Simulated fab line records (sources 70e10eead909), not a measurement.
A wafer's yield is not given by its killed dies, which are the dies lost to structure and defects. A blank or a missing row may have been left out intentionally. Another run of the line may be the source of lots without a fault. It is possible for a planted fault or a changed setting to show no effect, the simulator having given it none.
The tool behind it: which one? -- flow nand harc -- 72 wafers from 24 lots sampled at 6 of the route's 1302 steps

== WHAT THE GAUGES READ, wafer by wafer ==
NHARC_P_BONDPAD_OVL_MEAS_38.
lot,measured,on,overlay x nm (nm),overlay y nm (nm)
L074,day 7 01:08,overlay-02,-5 -5 -4,-2 -2 -2
L075,day 7 06:16,overlay-02,2 2 3,15 15 15
L076,day 7 19:25,overlay-02,2 3 2,6 6 6
L077,day 8 02:57,overlay-01,4 5 4,-2 -3 -3
L078,day 8 14:11,overlay-02,0 -1 0,0 0 0
L079,day 8 15:16,overlay-01,-8 -7 -7,8 8 9
L080,day 9 00:33,overlay-02,3 3 3,-7 -7 -7
L081,day 9 17:47,overlay-01,-8 -7 -7,7 7 7
L082,day 9 20:48,overlay-01,2 2 2,5 5 5
L083,day 10 17:02,overlay-02,2 2 3,3 2 3
L084,day 10 20:29,overlay-02,-3 -2 -2,-1 -2 -1
L085,day 11 09:08,overlay-02,5 5 4,9 8 9
L086,day 11 13:00,overlay-02,15 15 15,-6 -6 -6
L087,day 12 10:38,overlay-01,-6 -6 -6,-4 -4 -4
L088,day 12 22:49,overlay-01,-8 -7 -8,4 4 4
L089,day 13 04:46,overlay-02,-2 -2 -2,-2 -1 -2
L090,day 13 23:40,overlay-01,3 3 3,-4 -4 -4
L091,day 14 01:32,overlay-01,-4 -5 -5,3 3 3
L092,day 14 08:46,overlay-01,-9 -8 -8,9 10 10
L093,day 14 16:32,overlay-02,18 18 18,-2 -2 -2
L095,day 15 14:10,overlay-02,-5 -5 -4,7 6 7
L094,day 15 14:31,overlay-02,16 16 16,-2 -2 -2
L096,day 15 16:13,overlay-01,4 4 4,4 5 4
L097,day 16 04:44,overlay-01,0 0 -1,2 1 1

== WHAT TOOL EACH LOT RAN ON (gives the tool, then ch and the chambers of the sampled wafers, and finally the start) ==
lot,NHARC_P_M0_PVD_20,NHARC_P_M1_ETCH_15,NHARC_P_M1_CMP_23,NHARC_P_M2_ETCH_28,NHARC_P_M2_PRE_CLEAN_30
L074,"pvd sputter-03, day 6 18:55 or earlier","rie diel-08 ch 1,3, day 6 18:55 or earlier","cmp-04 ch 1,2, day 6 18:55","rie diel-07 ch 2,3, day 7 01:08 or earlier","pvd sputter-02, day 7 01:08 or earlier"
L075,"pvd sputter-03, day 6 23:51 or earlier","rie diel-09 ch 0,1,3, day 6 23:51 or earlier","cmp-02 ch 0,1, day 6 23:51","rie diel-05 ch 1,2,3, day 7 06:16 or earlier","pvd sputter-01, day 7 06:16 or earlier"
L076,"pvd sputter-01, day 7 13:11 or earlier","rie diel-09 ch 0,1,3, day 7 13:11 or earlier","cmp-03 ch 2,3, day 7 13:11","rie diel-05 ch 0,2,3, day 7 19:25 or earlier","pvd sputter-03, day 7 19:25 or earlier"
L077,"pvd sputter-02, day 7 20:23 or earlier","rie diel-09 ch 0,2,3, day 7 20:23 or earlier","cmp-02 ch 2,3, day 7 20:23","rie diel-05 ch 0,1, day 8 02:57 or earlier","pvd sputter-03, day 8 02:57 or earlier"
L078,"pvd sputter-02, day 8 05:25 or earlier","rie diel-08 ch 1,3, day 8 05:25","cmp-03 ch 0,1,3, day 8 07:46","rie diel-05 ch 0,1, day 8 14:11 or earlier","pvd sputter-01, day 8 14:11 or earlier"
L079,"pvd sputter-02, day 8 06:34 or earlier","rie diel-08 ch 1,3, day 8 06:34","cmp-03 ch 0,1,3, day 8 08:47","rie diel-05 ch 1,2,3, day 8 15:16 or earlier","pvd sputter-02, day 8 15:16 or earlier"
L080,"pvd sputter-02, day 8 18:10 or earlier","rie diel-06 ch 0,1, day 8 18:10 or earlier","cmp-03 ch 1,2,3, day 8 18:10","rie diel-05 ch 2,3, day 9 00:33 or earlier","pvd sputter-01, day 9 00:33 or earlier"
L081,"pvd sputter-03, day 9 09:23 or earlier","rie diel-08 ch 0,3, day 9 09:23","cmp-04 ch 0,3, day 9 11:23","rie diel-05 ch 1,2,3, day 9 17:47 or earlier","pvd sputter-03, day 9 17:47 or earlier"
L082,"pvd sputter-02, day 9 13:40 or earlier","rie diel-06 ch 1,2, day 9 13:40 or earlier","cmp-03 ch 1,3, day 9 13:40","rie diel-05 ch 2,3, day 9 16:58","pvd sputter-02, day 9 20:48 or earlier"
L083,"pvd sputter-02, day 10 10:17 or earlier","rie diel-09 ch 1,3, day 10 10:17 or earlier","cmp-04 ch 2,3, day 10 10:17","rie diel-11 ch 0,2, day 10 17:02 or earlier","pvd sputter-03, day 10 17:02 or earlier"
L084,"pvd sputter-01, day 10 13:43 or earlier","rie diel-08 ch 0,1,3, day 10 13:43 or earlier","cmp-02 ch 2,3, day 10 13:43","rie diel-07 ch 0,1, day 10 20:29 or earlier","pvd sputter-03, day 10 20:29 or earlier"
L085,"pvd sputter-02, day 11 02:38 or earlier","rie diel-08 ch 0,3, day 11 02:38 or earlier","cmp-04 ch 0,2,3, day 11 02:38","rie diel-11 ch 1,2,3, day 11 09:08 or earlier","pvd sputter-02, day 11 09:08 or earlier"
L086,"pvd sputter-03, day 11 06:19 or earlier","rie diel-09 ch 0,1,2, day 11 06:19 or earlier","cmp-04 ch 0,2,3, day 11 06:19","rie diel-07 ch 0,1,3, day 11 13:00 or earlier","pvd sputter-01, day 11 13:00 or earlier"
L087,"pvd sputter-02, day 12 03:58 or earlier","rie diel-09 ch 0,3, day 12 03:58 or earlier","cmp-02 ch 0,2,3, day 12 03:58","rie diel-11 ch 0,2,3, day 12 10:38 or earlier","pvd sputter-03, day 12 10:38 or earlier"
L088,"pvd sputter-02, day 12 15:46 or earlier","rie diel-09 ch 0,2,3, day 12 15:46 or earlier","cmp-02 ch 2,3, day 12 15:46","rie diel-07 ch 0,2, day 12 22:49 or earlier","pvd sputter-01, day 12 22:49 or earlier"
L089,"pvd sputter-01, day 12 21:33 or earlier","rie diel-08 ch 0,2,3, day 12 21:33 or earlier","cmp-03 ch 1,3, day 12 21:33","rie diel-05 ch 1,3, day 13 04:46 or earlier","pvd sputter-01, day 13 04:46 or earlier"
L090,"pvd sputter-02, day 13 16:47 or earlier","rie diel-08 ch 1,3, day 13 16:47 or earlier","cmp-04 ch 1,3, day 13 16:47","rie diel-07 ch 0,1,2, day 13 23:40 or earlier","pvd sputter-03, day 13 23:40 or earlier"
L091,"pvd sputter-01, day 13 17:29 or earlier","rie diel-08 ch 0,1,3, day 13 17:29 or earlier","cmp-02 ch 0,1,3, day 13 17:29","rie diel-05 ch 0,1,3, day 14 01:32 or earlier","pvd sputter-03, day 14 01:32 or earlier"
L092,"pvd sputter-01, day 14 02:19 or earlier","rie diel-09 ch 0,1,2, day 14 02:19 or earlier","cmp-02 ch 1,2,3, day 14 02:19","rie diel-07 ch 0,1, day 14 08:46 or earlier","pvd sputter-01, day 14 08:46 or earlier"
L093,"pvd sputter-02, day 14 10:02 or earlier","rie diel-08 ch 1,2,3, day 14 10:02 or earlier","cmp-02 ch 0,1,2, day 14 10:02","rie diel-05 ch 0,1,2, day 14 16:32 or earlier","pvd sputter-02, day 14 16:32 or earlier"
L095,"pvd sputter-01, day 15 07:34 or earlier","rie diel-09 ch 0,3, day 15 07:34 or earlier","cmp-03 ch 0,1,2, day 15 07:34","rie diel-11 ch 0,1,3, day 15 14:10 or earlier","pvd sputter-02, day 15 14:10 or earlier"
L094,"pvd sputter-02, day 15 07:48 or earlier","rie diel-08 ch 0,2,3, day 15 07:48 or earlier","cmp-04 ch 0,2,3, day 15 07:48","rie diel-05 ch 0,2,3, day 15 14:31 or earlier","pvd sputter-03, day 15 14:31 or earlier"
L096,"pvd sputter-01, day 15 09:35 or earlier","rie diel-08 ch 0,1,2, day 15 09:35 or earlier","cmp-04 ch 0,2,3, day 15 09:35","rie diel-07 ch 0,2,3, day 15 16:13 or earlier","pvd sputter-01, day 15 16:13 or earlier"
L097,"pvd sputter-02, day 15 21:54 or earlier","rie diel-09 ch 0,3, day 15 21:54 or earlier","cmp-04 ch 2,3, day 15 21:54","rie diel-05 ch 0,2,3, day 16 04:44 or earlier","pvd sputter-02, day 16 04:44 or earlier"
- NHARC_P_M0_PVD_20: deposits TaN, target thk 5 nm, time 8.06 s.
- NHARC_P_M1_ETCH_15: etches the open film in C4F8/Ar, target depth 182.5 nm, time 91.2 s.
- NHARC_P_M1_CMP_23: polishes, t overpolish 20 s, target thk 157.82 nm.
- NHARC_P_M2_ETCH_28: etches the open film in CF4/N2, target depth 30 nm, time 72.99 s.
- NHARC_P_M2_PRE_CLEAN_30: time 30 s.

== AS READ BY THE TOOLS THEMSELVES (means over the sampled wafers that have a number; for cases with no such wafer, the mark the record gives instead) ==
NHARC_P_M0_PVD_20.
lot,tool,chamber pressure pa (Pa),throttle valve pct (%)
L074,pvd sputter-03,0.12015,29.7
L075,pvd sputter-03,0.11991,30.2
L076,pvd sputter-01,0.11998,30.7
L077,pvd sputter-02,0.11977,28.7
L078,pvd sputter-02,0.11994,28.8
L079,pvd sputter-02,0.11994,28.5
L080,pvd sputter-02,0.12001,28.4
L081,pvd sputter-03,0.12016,30.1
L082,pvd sputter-02,0.12012,28.7
L083,pvd sputter-02,0.12014,29.0
L084,pvd sputter-01,0.11984,31.4
L085,pvd sputter-02,0.11978,28.7
L086,pvd sputter-03,0.11988,29.4
L087,pvd sputter-02,0.11997,28.7
L088,pvd sputter-02,0.12012,29.0
L089,pvd sputter-01,0.12010,30.9
L090,pvd sputter-02,0.11977,28.3
L091,pvd sputter-01,0.11998,30.9
L092,pvd sputter-01,0.11962,30.1
L093,pvd sputter-02,0.12001,28.3
L095,pvd sputter-01,0.12032,30.6
L094,pvd sputter-02,0.11992,28.6
L096,pvd sputter-01,0.12032,30.9
L097,pvd sputter-02,0.11992,28.0

NHARC_P_M1_ETCH_15.
lot,tool,chamber pressure mTorr (mTorr),oes product au (a.u.),rf vpp V (V)
L074,rie diel-08,25.019,0.947,439.1
L075,rie diel-09,25.013,0.959,440.5
L076,rie diel-09,24.997,0.968,440.5
L077,rie diel-09,25.009,0.957,440.8
L078,rie diel-08,24.995,0.921,438.1
L079,rie diel-08,25.015,0.933,439.3
L080,rie diel-06,25.011,0.969,442.3
L081,rie diel-08,24.998,0.923,440.7
L082,rie diel-06,24.995,0.979,440.0
L083,rie diel-09,24.997,0.968,441.5
L084,rie diel-08,25.018,0.947,440.8
L085,rie diel-08,25.024,0.959,440.2
L086,rie diel-09,24.985,0.952,438.0
L087,rie diel-09,24.986,0.922,441.3
L088,rie diel-09,24.999,0.954,440.8
L089,rie diel-08,25.022,0.978,442.2
L090,rie diel-08,25.007,0.913,438.8
L091,rie diel-08,24.991,0.948,439.5
L092,rie diel-09,25.006,0.924,437.6
L093,rie diel-08,25.001,0.951,441.1
L095,rie diel-09,25.037,0.997,441.1
L094,rie diel-08,25.009,0.965,441.9
L096,rie diel-08,25.005,0.957,441.2
L097,rie diel-09,25.017,0.928,441.7

NHARC_P_M1_CMP_23.
lot,tool,motor current A (A),time to endpoint s (s)
L074,cmp-04,13.4,33
L075,cmp-02,11.5,29
L076,cmp-03,11.2,29
L077,cmp-02,11.7,30
L078,cmp-03,12.5,33
L079,cmp-03,13.0,31
L080,cmp-03,12.8,32
L081,cmp-04,12.5,26
L082,cmp-03,13.5,35
L083,cmp-04,13.4,26
L084,cmp-02,11.5,31
L085,cmp-04,12.1,27
L086,cmp-04,12.2,28
L087,cmp-02,11.3,30
L088,cmp-02,11.8,31
L089,cmp-03,13.0,31
L090,cmp-04,13.1,33
L091,cmp-02,11.8,27
L092,cmp-02,12.0,29
L093,cmp-02,11.9,26
L095,cmp-03,13.3,31
L094,cmp-04,12.5,25
L096,cmp-04,12.7,29
L097,cmp-04,13.2,27

NHARC_P_M2_ETCH_28.
lot,tool,chamber pressure mTorr (mTorr),drypump motor current A (A),oes product au (a.u.),rf vpp V (V),showerhead plenum p Torr (Torr),throttle valve pct (%)
L074,rie diel-07,30.021,6.0,1.009,314.1,2.61,19.790
L075,rie diel-05,29.998,6.1,0.987,314.5,2.62,19.798
L076,rie diel-05,30.011,5.9,0.981,314.3,2.61,19.802
L077,rie diel-05,29.980,5.9,0.966,315.8,2.69,19.787
L078,rie diel-05,30.019,5.9,0.972,314.4,2.69,19.799
L079,rie diel-05,29.995,6.1,0.989,314.2,2.62,19.793
L080,rie diel-05,30.025,6.0,0.988,313.8,2.62,19.801
L081,rie diel-05,30.017,6.1,0.989,314.8,2.62,19.805
L082,rie diel-05,30.012,6.1,0.993,313.1,2.54,19.785
L083,rie diel-11,30.002,5.9,1.006,314.4,2.65,19.800
L084,rie diel-07,29.979,5.6,0.987,312.3,2.49,19.796
L085,rie diel-11,30.006,5.9,1.007,312.4,2.55,19.790
L086,rie diel-07,30.020,6.0,0.994,313.0,2.51,19.790
L087,rie diel-11,30.001,5.8,1.008,313.5,2.61,19.801
L088,rie diel-07,29.970,5.2,0.989,312.7,2.58,19.792
L089,rie diel-05,29.983,6.1,0.997,315.1,2.69,19.801
L090,rie diel-07,30.031,5.5,1.009,313.4,2.59,19.792
L091,rie diel-05,30.002,5.8,0.991,314.5,2.68,19.793
L092,rie diel-07,29.991,5.6,1.002,311.6,2.49,19.796
L093,rie diel-05,29.984,5.9,0.989,313.4,2.61,19.800
L095,rie diel-11,29.981,5.9,1.003,313.5,2.60,19.793
L094,rie diel-05,30.010,5.9,1.002,313.7,2.61,19.799
L096,rie diel-07,30.004,5.6,1.004,313.2,2.59,19.804
L097,rie diel-05,30.003,5.9,1.005,314.1,2.61,19.789

NHARC_P_M2_PRE_CLEAN_30.
lot,tool,heater power w (W)
L074,pvd sputter-02,458
L075,pvd sputter-01,389
L076,pvd sputter-03,408
L077,pvd sputter-03,421
L078,pvd sputter-01,371
L079,pvd sputter-02,452
L080,pvd sputter-01,430
L081,pvd sputter-03,416
L082,pvd sputter-02,475
L083,pvd sputter-03,381
L084,pvd sputter-03,409
L085,pvd sputter-02,467
L086,pvd sputter-01,380
L087,pvd sputter-03,377
L088,pvd sputter-01,394
L089,pvd sputter-01,399
L090,pvd sputter-03,404
L091,pvd sputter-03,402
L092,pvd sputter-01,413
L093,pvd sputter-02,440
L095,pvd sputter-02,439
L094,pvd sputter-03,408
L096,pvd sputter-01,408
L097,pvd sputter-02,457

== THE ANSWER, worked out from the rows above alone ==
Rule: usual is defined by the lots themselves. The widest of any qualifying gaps counts: lots, ordered by their means at a reading, are off when they make up no more than a third of the lots, leave a main group of 4 or more, and stand apart from it by 3 or more times the standard deviation of that group's means. If all means in a main group match to the digits the tables above print for the reading, that group is not used. A lot without any number at a reading at which 4 lots or more have one is off too. All remaining lots with rows at the step are treated as sound. First the gauges in route order, then the tools' own readings, where a lot's mean is used as printed above. At the first step where some lot is off, the reading lying furthest off is the one used; lots without a number count as furthest.
Nothing can be told from this: no lot is off at any reading shown.

== WHAT THE SIMULATOR PUT IN ==
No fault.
